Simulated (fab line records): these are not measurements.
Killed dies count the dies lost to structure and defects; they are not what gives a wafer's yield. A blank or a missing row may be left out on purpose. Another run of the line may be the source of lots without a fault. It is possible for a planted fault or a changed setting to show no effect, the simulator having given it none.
Which tool is to blame? :: flow nand_harc :: 11 lots, 32 wafers sampled, at 5 steps of a route of 1302

WHAT THE GAUGES SHOWED, per wafer
NHARC_END_SORT_01.
lot: L893
measured: day 27 20:20
on: prober-01
defect_limited_yield (%): 95 95 94
killed_at_array: 32 34 34
killed_at_other: 1 1 1
killed_at_periphery: 4 0 3
killed_dies: 37 35 38
killed_open: 5 1 1
killed_short: 2 2 5

lot: L902
measured: day 31 19:25
on: prober-01
defect_limited_yield (%): 0 93
killed_at_array: 669 46
killed_at_other: 0 0
killed_at_periphery: 8 3
killed_dies: 677 49
killed_open: 1 1
killed_short: 1 4

lot: L903
measured: day 31 18:39
on: prober-02
defect_limited_yield (%): 93 0 94
killed_at_array: 36 665 32
killed_at_other: 2 1 2
killed_at_periphery: 7 11 6
killed_dies: 45 677 40
killed_open: 2 3 1
killed_short: 4 3 1

lot: L904
measured: day 33 04:27
on: prober-01
defect_limited_yield (%): 0 94 92
killed_at_array: 672 38 50
killed_at_other: 3 1 1
killed_at_periphery: 2 0 2
killed_dies: 677 39 53
killed_open: 5 1 2
killed_short: 1 4 1

TOOL THAT RAN EACH LOT (tool first, then ch and the chambers of the sampled wafers, then the start)
lot: L885
NHARC_A_M1_DEP_33: pecvd-01 ch 0,1,2, day 23 02:07
NHARC_A_BONDPAD_DESCUM_11: rie_diel-10 ch 1,3, day 23 04:07
NHARC_A_BONDPAD_ETCH_12: rie_diel-10 ch 0,2,3, day 23 04:18
NHARC_A_BONDPAD_ETCH_24: rie_diel-03 ch 0,1,2, no start

lot: L890
NHARC_A_M1_DEP_33: pecvd-04 ch 0,1,2, day 24 14:10
NHARC_A_BONDPAD_DESCUM_11: rie_diel-03 ch 0,1,2, day 24 16:02
NHARC_A_BONDPAD_ETCH_12: rie_diel-03 ch 0,2,3, day 24 16:12
NHARC_A_BONDPAD_ETCH_24: rie_diel-11 ch 0,1,3, no start

lot: L892
NHARC_A_M1_DEP_33: pecvd-02 ch 1,2, day 26 09:31
NHARC_A_BONDPAD_DESCUM_11: rie_diel-03 ch 0,1, day 26 11:32
NHARC_A_BONDPAD_ETCH_12: rie_diel-03 ch 1,2,3, day 26 11:41
NHARC_A_BONDPAD_ETCH_24: rie_diel-03 ch 1,3, no start

lot: L893
NHARC_A_M1_DEP_33: pecvd-02 ch 1,2, day 26 11:04
NHARC_A_BONDPAD_DESCUM_11: rie_diel-03 ch 0,1, day 26 12:56
NHARC_A_BONDPAD_ETCH_12: rie_diel-03 ch 0,2,3, day 26 13:07
NHARC_A_BONDPAD_ETCH_24: rie_diel-03 ch 0,2, day 27 20:20 or earlier

lot: L894
NHARC_A_M1_DEP_33: pecvd-01 ch 0,1,2, day 27 09:25
NHARC_A_BONDPAD_DESCUM_11: rie_diel-11 ch 0,2,3, day 27 11:17
NHARC_A_BONDPAD_ETCH_12: rie_diel-11 ch 2,3, day 27 11:28
NHARC_A_BONDPAD_ETCH_24: rie_diel-11 ch 0,3, no start

lot: L895
NHARC_A_M1_DEP_33: pecvd-01 ch 0,2, day 28 02:00
NHARC_A_BONDPAD_DESCUM_11: rie_diel-03 ch 2,3, day 28 03:47
NHARC_A_BONDPAD_ETCH_12: rie_diel-03 ch 0,1, day 28 03:58
NHARC_A_BONDPAD_ETCH_24: rie_diel-10 ch 1,2,3, no start

lot: L902
NHARC_A_M1_DEP_33: pecvd-01 ch 1,2, day 30 05:02
NHARC_A_BONDPAD_DESCUM_11: rie_diel-03 ch 0,1, day 30 06:57
NHARC_A_BONDPAD_ETCH_12: rie_diel-03 ch 1,2, day 30 07:07
NHARC_A_BONDPAD_ETCH_24: rie_diel-10 ch 3, day 30 07:30

lot: L903
NHARC_A_M1_DEP_33: pecvd-02 ch 0,1,2, day 30 09:39
NHARC_A_BONDPAD_DESCUM_11: rie_diel-03 ch 0,1,3, day 30 11:32
NHARC_A_BONDPAD_ETCH_12: rie_diel-03 ch 1,2,3, day 30 11:42
NHARC_A_BONDPAD_ETCH_24: rie_diel-03 ch 1,2,3, day 31 18:39 or earlier

lot: L905
NHARC_A_M1_DEP_33: pecvd-01 ch 1,2, day 31 09:49
NHARC_A_BONDPAD_DESCUM_11: rie_diel-11 ch 0,1,3, day 31 11:45
NHARC_A_BONDPAD_ETCH_12: rie_diel-11 ch 0,1,2, day 31 11:56
NHARC_A_BONDPAD_ETCH_24: rie_diel-03 ch 0,1,3, no start

lot: L904
NHARC_A_M1_DEP_33: pecvd-04 ch 0,1, day 31 11:08
NHARC_A_BONDPAD_DESCUM_11: rie_diel-03 ch 0,1, day 31 13:05
NHARC_A_BONDPAD_ETCH_12: rie_diel-03 ch 0,2,3, day 31 13:15
NHARC_A_BONDPAD_ETCH_24: rie_diel-11 ch 0,1,2, day 33 04:27 or earlier

lot: L906
NHARC_A_M1_DEP_33: pecvd-01 ch 0,1, day 32 02:01
NHARC_A_BONDPAD_DESCUM_11: rie_diel-11 ch 0,1,2, day 32 04:09
NHARC_A_BONDPAD_ETCH_12: rie_diel-11 ch 1,2, day 32 04:19
NHARC_A_BONDPAD_ETCH_24: rie_diel-03 ch 1,2, day 32 04:43
- NHARC_A_M1_DEP_33: deposits SiCN, target thk 30 nm.
- NHARC_A_BONDPAD_DESCUM_11: chemistry O2, time 3 s.
- NHARC_A_BONDPAD_ETCH_12: etches the open film in CHF3/O2, target depth 220 nm, time 110 s.
- NHARC_A_BONDPAD_ETCH_24: etches the open film in CF4/N2, target depth 30 nm, time 72.99 s.

AS READ BY THE TOOLS THEMSELVES (means over the sampled wafers that have a number; for cases with no such wafer, the mark the record gives instead)
NHARC_A_M1_DEP_33.
lot: L885
tool: pecvd-01
heater_power_w (W): 623
rf_fwd_power_W (W): 449.3
showerhead_vpp_V (V): 1327

lot: L890
tool: pecvd-04
heater_power_w (W): 624
rf_fwd_power_W (W): 448.1
showerhead_vpp_V (V): 1269

lot: L892
tool: pecvd-02
heater_power_w (W): 555
rf_fwd_power_W (W): 447.2
showerhead_vpp_V (V): 1209

lot: L893
tool: pecvd-02
heater_power_w (W): 533
rf_fwd_power_W (W): 449.1
showerhead_vpp_V (V): 1213

lot: L894
tool: pecvd-01
heater_power_w (W): 575
rf_fwd_power_W (W): 450.5
showerhead_vpp_V (V): 1327

lot: L895
tool: pecvd-01
heater_power_w (W): 555
rf_fwd_power_W (W): 449.9
showerhead_vpp_V (V): 1287

lot: L902
tool: pecvd-01
heater_power_w (W): 628
rf_fwd_power_W (W): 449.6
showerhead_vpp_V (V): 1376

lot: L903
tool: pecvd-02
heater_power_w (W): 548
rf_fwd_power_W (W): 449.4
showerhead_vpp_V (V): 1202

lot: L905
tool: pecvd-01
heater_power_w (W): 582
rf_fwd_power_W (W): 449.0
showerhead_vpp_V (V): 1392

lot: L904
tool: pecvd-04
heater_power_w (W): 583
rf_fwd_power_W (W): 448.4
showerhead_vpp_V (V): 1299

lot: L906
tool: pecvd-01
heater_power_w (W): 581
rf_fwd_power_W (W): 449.0
showerhead_vpp_V (V): 1277

NHARC_A_BONDPAD_DESCUM_11.
lot: L885
tool: rie_diel-10
drypump_motor_current_A (A): 5.4
oes_product_au (a.u.): 1.009
rf_vpp_V (V): 57.8
showerhead_plenum_p_Torr (Torr): 1.91
throttle_valve_pct (%): 11.307

lot: L890
tool: rie_diel-03
drypump_motor_current_A (A): 5.5
oes_product_au (a.u.): 1.014
rf_vpp_V (V): 58.2
showerhead_plenum_p_Torr (Torr): 1.93
throttle_valve_pct (%): 11.316

lot: L892
tool: rie_diel-03
drypump_motor_current_A (A): 5.5
oes_product_au (a.u.): 1.008
rf_vpp_V (V): 57.3
showerhead_plenum_p_Torr (Torr): 1.94
throttle_valve_pct (%): 11.313

lot: L893
tool: rie_diel-03
drypump_motor_current_A (A): 5.5
oes_product_au (a.u.): 1.011
rf_vpp_V (V): 57.7
showerhead_plenum_p_Torr (Torr): 1.94
throttle_valve_pct (%): 11.319

lot: L894
tool: rie_diel-11
drypump_motor_current_A (A): 5.8
oes_product_au (a.u.): 1.002
rf_vpp_V (V): 57.8
showerhead_plenum_p_Torr (Torr): 1.94
throttle_valve_pct (%): 11.314

lot: L895
tool: rie_diel-03
drypump_motor_current_A (A): 5.7
oes_product_au (a.u.): 0.988
rf_vpp_V (V): 58.1
showerhead_plenum_p_Torr (Torr): 1.97
throttle_valve_pct (%): 11.318

lot: L902
tool: rie_diel-03
drypump_motor_current_A (A): 5.7
oes_product_au (a.u.): 0.994
rf_vpp_V (V): 58.1
showerhead_plenum_p_Torr (Torr): 1.94
throttle_valve_pct (%): 11.308

lot: L903
tool: rie_diel-03
drypump_motor_current_A (A): 5.9
oes_product_au (a.u.): 0.987
rf_vpp_V (V): 58.1
showerhead_plenum_p_Torr (Torr): 1.98
throttle_valve_pct (%): 11.318

lot: L905
tool: rie_diel-11
drypump_motor_current_A (A): 6.0
oes_product_au (a.u.): 1.003
rf_vpp_V (V): 57.6
showerhead_plenum_p_Torr (Torr): 1.93
throttle_valve_pct (%): 11.317

lot: L904
tool: rie_diel-03
drypump_motor_current_A (A): 5.5
oes_product_au (a.u.): 0.993
rf_vpp_V (V): 57.7
showerhead_plenum_p_Torr (Torr): 1.94
throttle_valve_pct (%): 11.306

lot: L906
tool: rie_diel-11
drypump_motor_current_A (A): 5.7
oes_product_au (a.u.): 0.989
rf_vpp_V (V): 57.2
showerhead_plenum_p_Torr (Torr): 1.91
throttle_valve_pct (%): 11.309

NHARC_A_BONDPAD_ETCH_12.
lot: L885
tool: rie_diel-10
drypump_motor_current_A (A): 5.9
oes_product_au (a.u.): 0.926
rf_fwd_power_W (W): 496.9
rf_vpp_V (V): 370.1
run_length_s (s): 130.8
showerhead_plenum_p_Torr (Torr): 2.34
throttle_valve_pct (%): 20.569

lot: L890
tool: rie_diel-03
drypump_motor_current_A (A): 5.7
oes_product_au (a.u.): 0.956
rf_fwd_power_W (W): 496.2
rf_vpp_V (V): 372.3
run_length_s (s): 130.7
showerhead_plenum_p_Torr (Torr): 2.49
throttle_valve_pct (%): 20.566

lot: L892
tool: rie_diel-03
drypump_motor_current_A (A): 5.9
oes_product_au (a.u.): 0.982
rf_fwd_power_W (W): 496.1
rf_vpp_V (V): 371.1
run_length_s (s): 131.4
showerhead_plenum_p_Torr (Torr): 2.47
throttle_valve_pct (%): 20.571

lot: L893
tool: rie_diel-03
drypump_motor_current_A (A): 5.7
oes_product_au (a.u.): 0.938
rf_fwd_power_W (W): 496.7
rf_vpp_V (V): 372.8
run_length_s (s): 130.8
showerhead_plenum_p_Torr (Torr): 2.49
throttle_valve_pct (%): 20.572

lot: L894
tool: rie_diel-11
drypump_motor_current_A (A): 5.9
oes_product_au (a.u.): 0.962
rf_fwd_power_W (W): 497.5
rf_vpp_V (V): 372.8
run_length_s (s): 131.2
showerhead_plenum_p_Torr (Torr): 2.49
throttle_valve_pct (%): 20.577

lot: L895
tool: rie_diel-03
drypump_motor_current_A (A): 5.5
oes_product_au (a.u.): 0.965
rf_fwd_power_W (W): 497.9
rf_vpp_V (V): 371.2
run_length_s (s): 131.3
showerhead_plenum_p_Torr (Torr): 2.44
throttle_valve_pct (%): 20.581

lot: L902
tool: rie_diel-03
drypump_motor_current_A (A): 5.7
oes_product_au (a.u.): 0.954
rf_fwd_power_W (W): 498.8
rf_vpp_V (V): 370.9
run_length_s (s): 122.3
showerhead_plenum_p_Torr (Torr): 2.41
throttle_valve_pct (%): 20.578

lot: L903
tool: rie_diel-03
drypump_motor_current_A (A): 5.9
oes_product_au (a.u.): 0.978
rf_fwd_power_W (W): 495.6
rf_vpp_V (V): 371.8
run_length_s (s): 125.3
showerhead_plenum_p_Torr (Torr): 2.47
throttle_valve_pct (%): 20.567

lot: L905
tool: rie_diel-11
drypump_motor_current_A (A): 5.7
oes_product_au (a.u.): 0.923
rf_fwd_power_W (W): 495.7
rf_vpp_V (V): 370.9
run_length_s (s): 131.5
showerhead_plenum_p_Torr (Torr): 2.40
throttle_valve_pct (%): 20.577

lot: L904
tool: rie_diel-03
drypump_motor_current_A (A): 5.7
oes_product_au (a.u.): 0.956
rf_fwd_power_W (W): 495.8
rf_vpp_V (V): 372.1
run_length_s (s): 125.2
showerhead_plenum_p_Torr (Torr): 2.49
throttle_valve_pct (%): 20.572

lot: L906
tool: rie_diel-11
drypump_motor_current_A (A): 5.6
oes_product_au (a.u.): 0.911
rf_fwd_power_W (W): 497.3
rf_vpp_V (V): 370.6
run_length_s (s): 131.7
showerhead_plenum_p_Torr (Torr): 2.44
throttle_valve_pct (%): 20.568

NHARC_A_BONDPAD_ETCH_24.
lot: L885
tool: rie_diel-03
drypump_motor_current_A (A): 5.5
oes_product_au (a.u.): 1.013
rf_fwd_power_W (W): 297.1
rf_vpp_V (V): 315.0
run_length_s (s): 94.2
showerhead_plenum_p_Torr (Torr): 2.65
throttle_valve_pct (%): 19.789

lot: L890
tool: rie_diel-11
drypump_motor_current_A (A): 6.0
oes_product_au (a.u.): 1.007
rf_fwd_power_W (W): 297.4
rf_vpp_V (V): 315.3
run_length_s (s): 94.3
showerhead_plenum_p_Torr (Torr): 2.66
throttle_valve_pct (%): 19.801

lot: L892
tool: rie_diel-03
drypump_motor_current_A (A): 6.3
oes_product_au (a.u.): 1.014
rf_fwd_power_W (W): 295.6
rf_vpp_V (V): 316.0
run_length_s (s): 93.9
showerhead_plenum_p_Torr (Torr): 2.75
throttle_valve_pct (%): 19.789

lot: L893
tool: rie_diel-03
drypump_motor_current_A (A): 5.3
oes_product_au (a.u.): 1.008
rf_fwd_power_W (W): 297.1
rf_vpp_V (V): 314.7
run_length_s (s): 94.0
showerhead_plenum_p_Torr (Torr): 2.68
throttle_valve_pct (%): 19.799

lot: L894
tool: rie_diel-11
drypump_motor_current_A (A): 6.1
oes_product_au (a.u.): 1.004
rf_fwd_power_W (W): 297.4
rf_vpp_V (V): 314.9
run_length_s (s): 94.1
showerhead_plenum_p_Torr (Torr): 2.68
throttle_valve_pct (%): 19.789

lot: L895
tool: rie_diel-10
drypump_motor_current_A (A): 5.7
oes_product_au (a.u.): 0.989
rf_fwd_power_W (W): 296.3
rf_vpp_V (V): 313.9
run_length_s (s): 94.0
showerhead_plenum_p_Torr (Torr): 2.58
throttle_valve_pct (%): 19.784

lot: L902
tool: rie_diel-10
drypump_motor_current_A (A): 6.2
oes_product_au (a.u.): 0.996
rf_fwd_power_W (W): 297.8
rf_vpp_V (V): 312.6
run_length_s (s): 93.8
showerhead_plenum_p_Torr (Torr): 2.54
throttle_valve_pct (%): 19.799

lot: L903
tool: rie_diel-03
drypump_motor_current_A (A): 5.9
oes_product_au (a.u.): 1.001
rf_fwd_power_W (W): 296.0
rf_vpp_V (V): 314.2
run_length_s (s): 94.0
showerhead_plenum_p_Torr (Torr): 2.70
throttle_valve_pct (%): 19.800

lot: L905
tool: rie_diel-03
drypump_motor_current_A (A): 5.9
oes_product_au (a.u.): 0.991
rf_fwd_power_W (W): 298.0
rf_vpp_V (V): 315.4
run_length_s (s): 93.9
showerhead_plenum_p_Torr (Torr): 2.71
throttle_valve_pct (%): 19.789

lot: L904
tool: rie_diel-11
drypump_motor_current_A (A): 5.7
oes_product_au (a.u.): 0.993
rf_fwd_power_W (W): 296.0
rf_vpp_V (V): 314.8
run_length_s (s): 94.5
showerhead_plenum_p_Torr (Torr): 2.62
throttle_valve_pct (%): 19.793

lot: L906
tool: rie_diel-03
drypump_motor_current_A (A): 5.8
oes_product_au (a.u.): 1.004
rf_fwd_power_W (W): 296.7
rf_vpp_V (V): 314.2
run_length_s (s): 94.5
showerhead_plenum_p_Torr (Torr): 2.63
throttle_valve_pct (%): 19.793

THE ANSWER, worked out from the rows above alone
Rule: the lots themselves supply what counts as usual. Put in order of their means at a reading, lots are off if they are a third of the lots or fewer, leave a main group of 4 or more, and stand apart from it by a gap of 3 or more times the standard deviation of the main group's means; of several such gaps the widest counts. Not used: any main group whose means are identical at the precision the tables above print for the reading. Also off: a lot with no number at a reading for which 4 or more lots have one. The other lots that the step has rows for count as sound. After the gauges, taken in route order, come the tools' own readings; for these a lot's mean is taken, as printed above. At the first step where some lot is off, the reading lying furthest off is the one used; lots without a number count as furthest.
Off at NHARC_A_BONDPAD_ETCH_12 (run_length_s): L902, L903, L904. The main group has a mean of 131.2 s with a standard deviation of 0.35.
If a tool, at that step or one of the process steps before it, ran each lot that is off and ran no sound lot following the first of them, it fits. One candidate fits, namely rie_diel-03 at NHARC_A_BONDPAD_DESCUM_11 and NHARC_A_BONDPAD_ETCH_12. At NHARC_A_BONDPAD_DESCUM_11 its last sound lot is L895 (day 28 03:47), its first lot that is off L902 (day 30 06:57): a fault that began between those two fits.

WHAT THE SIMULATOR PUT IN
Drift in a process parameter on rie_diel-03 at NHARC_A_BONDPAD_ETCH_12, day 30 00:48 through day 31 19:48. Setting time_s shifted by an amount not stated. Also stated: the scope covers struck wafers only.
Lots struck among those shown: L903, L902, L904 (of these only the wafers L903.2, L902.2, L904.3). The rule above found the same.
